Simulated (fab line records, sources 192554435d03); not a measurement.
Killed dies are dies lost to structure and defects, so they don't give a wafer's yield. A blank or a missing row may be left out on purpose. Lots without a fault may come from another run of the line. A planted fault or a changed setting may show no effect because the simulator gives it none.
A struck lot beside a sound one | flow n5_finfet | 21 steps out of a route of 1938
Sound: wafers L509.1, L509.2, L509.4. Struck: wafers L525.3, L525.6. The cause comes at the end.
At each step with rows: each side's tool, then ch and its chambers, then its first start. Under that, the readings that differ: sound wafers | struck wafers | difference of the means | sigmas: that difference in standard deviations of wafers without a fault.
alike: readings whose means differ by less than 2 such deviations, and words and numbers that are the same on both sides. not compared: withheld readings, readings that some wafer has no value for, bounds like >300 that may hide the same value, and numbers for which the record gives no deviation and whose values overlap.
The two part at a step that has a row with sigmas, a row that says differs or no value, or rows on one side only. Numbers that don't overlap but have no deviation are shown without sigmas and don't part them. A reading that every wafer of one side lacks parts them only if that side has two wafers or more.

first, 6 steps without rows for these wafers: N5_BEOL_M4_COAT_05 (resist thk 30 nm); N5_BEOL_M4_EBR_07; N5_BEOL_M4_SOFTBAKE_06 (time 60 s); N5_BEOL_M4_EXPOSE_08 (exposes mask M4); N5_BEOL_M4_PEB_09 (peb time 60 s); N5_BEOL_M4_DEVELOP_10 (develop time 30 s).
N5_BEOL_M4_CD_MEAS_11: target cd 16.79 nm.
  sound on cd_sem-01 ch 0, day 8 07:35; struck on cd_sem-02 ch 0, day 12 02:01
  alike: cd_nm
N5_BEOL_M4_OVL_MEAS_12:
  sound on overlay-01 ch 0, day 8 07:37; struck on overlay-01 ch 0, day 12 02:04
  alike: M4_OVL
N5_BEOL_M4_INSPECT_13: inspects for defects (brightfield).
  sound on defect_inspect-02, day 8 07:40; struck on defect_inspect-01, day 12 02:07
  alike: raw_defect_count
N5_BEOL_M4_DESCUM_16: chemistry O2, time 7 s.
  sound on rie_diel-05 ch 1,2,3, day 8 07:43; struck on rie_diel-06 ch 0, day 12 02:14
  alike: bias_power_w, drypump_motor_current_A, oes_product_au, rf_vpp_V, showerhead_plenum_p_Torr, throttle_valve_pct
  not compared: rf_hours_counter_h
N5_BEOL_M4_ETCH_74: etches underlayer in N2/H2, target depth 6.5 nm, time 5.2 s.
  sound on rie_diel-05 ch 1,2,3, day 8 07:44; struck on rie_diel-06 ch 0, day 12 02:17
  alike: bias_w, drypump_motor_current_A, etch_rf_on_time_s, h2_flow_sccm, oes_product_au, rf_vpp_V, showerhead_plenum_p_Torr, throttle_valve_pct
  not compared: rf_hours_counter_h
N5_BEOL_M4_ETCH_63: etches SiARC in CF4, target depth 15.6 nm, time 26 s.
  sound on rie_diel-05 ch 1,2,3, day 8 07:46; struck on rie_diel-06 ch 0, day 12 02:18
  alike: bias_w, drypump_motor_current_A, etch_rf_on_time_s, oes_product_au, rf_vpp_V, showerhead_plenum_p_Torr, throttle_valve_pct
  not compared: rf_hours_counter_h
N5_BEOL_M4_ETCH_64: etches SOC in N2/H2, target depth 75 nm, overetch 22.5 nm, time 121.9 s.
  sound on rie_diel-05 ch 1,2,3, day 8 07:47; struck on rie_diel-06 ch 0, day 12 02:19
  reading                                    | sound       | struck  | difference | sigmas
  model.SiARC_of_BEOL_M4_COAT_62.thk_nm (nm) | 6.4 6.4 6.4 | 5.2 5   | -1.3       |
  model.BEOL_M4.cd_offset_nm (nm)            | 0 -0.2 0    | 0.6 0.4 | +0.6       |
  alike: bias_w, drypump_motor_current_A, h2_flow_sccm, oes_product_au, rf_vpp_V, showerhead_plenum_p_Torr, throttle_valve_pct
  not compared: rf_hours_counter_h
then, 2 steps without rows for these wafers: N5_BEOL_M4_STRIP_65 (strips in N2/H2); N5_BEOL_M4_STRIP_75 (strips in N2/H2).
N5_BEOL_M4_STRIP_66: strips in CF4.
  sound on rie_diel-05 ch 1,2,3, day 8 07:55; struck on rie_diel-06 ch 0, day 12 02:28
  alike: bias_power_w, drypump_motor_current_A, oes_product_au, rf_vpp_V, showerhead_plenum_p_Torr, throttle_valve_pct
  not compared: rf_hours_counter_h
N5_BEOL_M4_HM_OPEN_17: chemistry Cl2/BCl3, target TiN, target depth 20 nm, overetch 6 nm.
  sound on rie_metal-02 ch 0,1, day 8 07:58; struck on rie_metal-02 ch 0,1, day 12 02:32
  reading                         | sound             | struck      | difference | sigmas
  model.etch.depth_nm (nm)        | 20.21 19.69 20.05 | 16.83 16.69 | -3.22      |
  model.BEOL_M4.cd_offset_nm (nm) | 0 -0.2 0          | 0.8 0.4     | +0.7       |
  alike: bias_w, drypump_motor_current_A, oes_product_au, throttle_valve_pct
  not compared: rf_hours_counter_h
N5_BEOL_M4_STRIP_19: strips in O2.
  sound on rie_diel-06 ch 0,1,2, day 8 08:05; struck on rie_diel-04 ch 0,3, day 12 02:37
  alike: drypump_motor_current_A, oes_product_au, rf_vpp_V, showerhead_plenum_p_Torr, throttle_valve_pct
  not compared: rf_hours_counter_h
N5_BEOL_M4_CD_MEAS_18: pitch 36 nm, target cd 18 nm.
  sound on cd_sem-02, day 8 08:09; struck on cd_sem-03, day 12 02:41
  reading    | sound             | struck      | difference | sigmas
  cd_nm (nm) | 17.97 17.84 18.21 | 18.83 18.96 | +0.89      | +3
then, 1 step without rows for these wafers: N5_BEOL_M4_COAT_67 (time 60 s, resist thk 60 nm).
N5_BEOL_M4_RC_MEAS_101:
  sound on prober-01 ch 0, day 8 18:10; struck on prober-02 ch 0, day 12 19:46
  alike: DIBL_N, DIBL_P, IOFF_N, IOFF_P, ION_N, ION_P, SS_N, SS_P, VT_N, VT_P

WHERE THEY PART
Only at N5_BEOL_M4_CD_MEAS_18, within this record. Later steps at which nothing parts them and some readings are alike: N5_BEOL_M4_RC_MEAS_101.

WHY: what the simulator had put in
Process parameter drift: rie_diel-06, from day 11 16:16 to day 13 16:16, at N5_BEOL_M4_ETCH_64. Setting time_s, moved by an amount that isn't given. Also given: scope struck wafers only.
